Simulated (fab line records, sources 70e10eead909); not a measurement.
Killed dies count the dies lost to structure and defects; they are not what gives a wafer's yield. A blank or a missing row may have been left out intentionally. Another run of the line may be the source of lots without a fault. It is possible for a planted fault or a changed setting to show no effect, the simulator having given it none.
Comparing a struck lot with a sound one || flow nand-harc || 14 out of 1159 route steps
Sound: wafers L786.1, L786.2, L786.3. Struck: wafer L781.2 (left out: L781.4, L781.6 of the same lot, which were not struck); the cause appears at the end.
Per side, at each step with rows, come the tool, then ch with its chambers, and then its first start. Under that, the readings that differ: sound wafers || struck wafers || difference of the means || sigmas: that difference in standard deviations of wafers without a fault.
alike: readings with means less than 2 such deviations apart, plus words and numbers identical on both sides. not compared: withheld readings, readings lacking a value on some wafer, bounds such as >300 that could conceal the same value, and numbers that have no deviation in the record and whose values overlap.
A row with sigmas, a row that says differs or no value, or rows on one side alone: a step with any of these is where the two part. Numbers that don't overlap but have no deviation are shown without sigmas and don't part them. A reading that every wafer of one side lacks parts them only if that side has two wafers or more.

first, 4 steps without rows for these wafers: NHARC_A_STAIRCASE_HARDBAKE_218 (time 140 s); NHARC_A_STAIRCASE_DESCUM_219 (chemistry O2, time 3 s); NHARC_A_STAIRCASE_TRIM_220 (chemistry O2, time 211.2 s); NHARC_A_STAIRCASE_ETCH_221 (etches the open film in C4F8/O2, target depth 100 nm, time 40.5 s).
NHARC_A_STAIRCASE_TRIM_222: chemistry O2, time 211.2 s.
  sound: rie-diel-05 ch 1,2,3; struck: rie-diel-11 ch 0
{"reading": "rf-hours-counter-h (h)", "sound": "1 1 1", "struck": 54, "difference": "+53", "sigmas": ""}
  alike: drypump-motor-current-A, oes-product-au, rf-vpp-V, showerhead-plenum-p-Torr, throttle-valve-pct
NHARC_A_STAIRCASE_ETCH_223: etches the open film in C4F8/O2, target depth 100 nm, time 40.5 s.
  sound: rie-diel-05 ch 0,1,2; struck: rie-diel-11 ch 3
{"reading": "rf-hours-counter-h (h)", "sound": "1 1 1", "struck": 52, "difference": "+51", "sigmas": ""}
  alike: bias-w, oes-product-au, rf-vpp-V, run-length-s
NHARC_A_STAIRCASE_TRIM_224: chemistry O2, time 211.2 s.
  sound: rie-diel-05 ch 0,1,3; struck: rie-diel-11 ch 3
{"reading": "rf-hours-counter-h (h)", "sound": "1 1 1", "struck": 53, "difference": "+52", "sigmas": ""}
  alike: drypump-motor-current-A, oes-product-au, rf-vpp-V, showerhead-plenum-p-Torr, throttle-valve-pct
then, 3 steps without rows for these wafers: NHARC_A_STAIRCASE_ETCH_225 (etches the open film in C4F8/O2, target depth 100 nm, time 40.5 s); NHARC_A_STAIRCASE_TRIM_226 (chemistry O2, time 211.2 s); NHARC_A_STAIRCASE_ETCH_227 (etches the open film in C4F8/O2, target depth 100 nm, time 40.5 s).
NHARC_A_STAIRCASE_TRIM_229: chemistry O2, time 211.2 s.
  sound on rie-diel-05 ch 0,2,3, day 15 17:08; struck on rie-diel-11 ch 1, day 15 11:07
{"reading": "rf-hours-counter-h (h)", "sound": "2 1 1", "struck": 44, "difference": "+43", "sigmas": ""}
  alike: drypump-motor-current-A, oes-product-au, rf-vpp-V, showerhead-plenum-p-Torr, throttle-valve-pct
NHARC_A_STAIRCASE_ETCH_230: etches the open film in C4F8/O2, target depth 100 nm, time 40.5 s.
  sound on rie-diel-05 ch 0,1,2, day 15 17:20; struck on rie-diel-11 ch 3, day 15 11:32
{"reading": "rf-hours-counter-h (h)", "sound": "2 1 2", "struck": 55, "difference": "+53", "sigmas": ""}
{"reading": "run-length-s (s)", "sound": "62.2 61.7 61.8", "struck": 74.7, "difference": "+12.8", "sigmas": "+28"}
  alike: bias-w, oes-product-au, rf-vpp-V
NHARC_A_STAIRCASE_TRIM_231: chemistry O2, time 211.2 s.
  sound: rie-diel-05 ch 0,1,2; struck: rie-diel-11 ch 2
{"reading": "oes-product-au (a.u.)", "sound": "0.992 0.998 1.009", "struck": 0.978, "difference": -0.022, "sigmas": -2}
{"reading": "rf-hours-counter-h (h)", "sound": "2 2 2", "struck": 52, "difference": "+50", "sigmas": ""}
  alike: drypump-motor-current-A, rf-vpp-V, showerhead-plenum-p-Torr, throttle-valve-pct
-- jump in the record: it breaks off in module A_STAIRCASE and resumes in module END (first step shown: number 1159 of the route), and 13 days separate the struck wafers' starts before and after --
NHARC_END_SORT_01:
  sound on prober-01 ch 0, day 27 10:24; struck on prober-02 ch 0, day 28 07:02
{"reading": "killed-at-array", "sound": "41 33 27", "struck": 672, "difference": "+638", "sigmas": "+58"}
{"reading": "killed-dies", "sound": "47 37 36", "struck": 676, "difference": "+636", "sigmas": "+53"}
  alike: killed-at-other, killed-at-periphery, killed-open, killed-short

== WHERE THEY PART ==
Last at NHARC_END_SORT_01 as far as this record goes, first at NHARC_A_STAIRCASE_ETCH_230.

WHY: whatever the simulator had introduced
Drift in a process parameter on rie-diel-11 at NHARC_A_STAIRCASE_ETCH_230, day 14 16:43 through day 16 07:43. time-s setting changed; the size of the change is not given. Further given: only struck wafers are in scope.
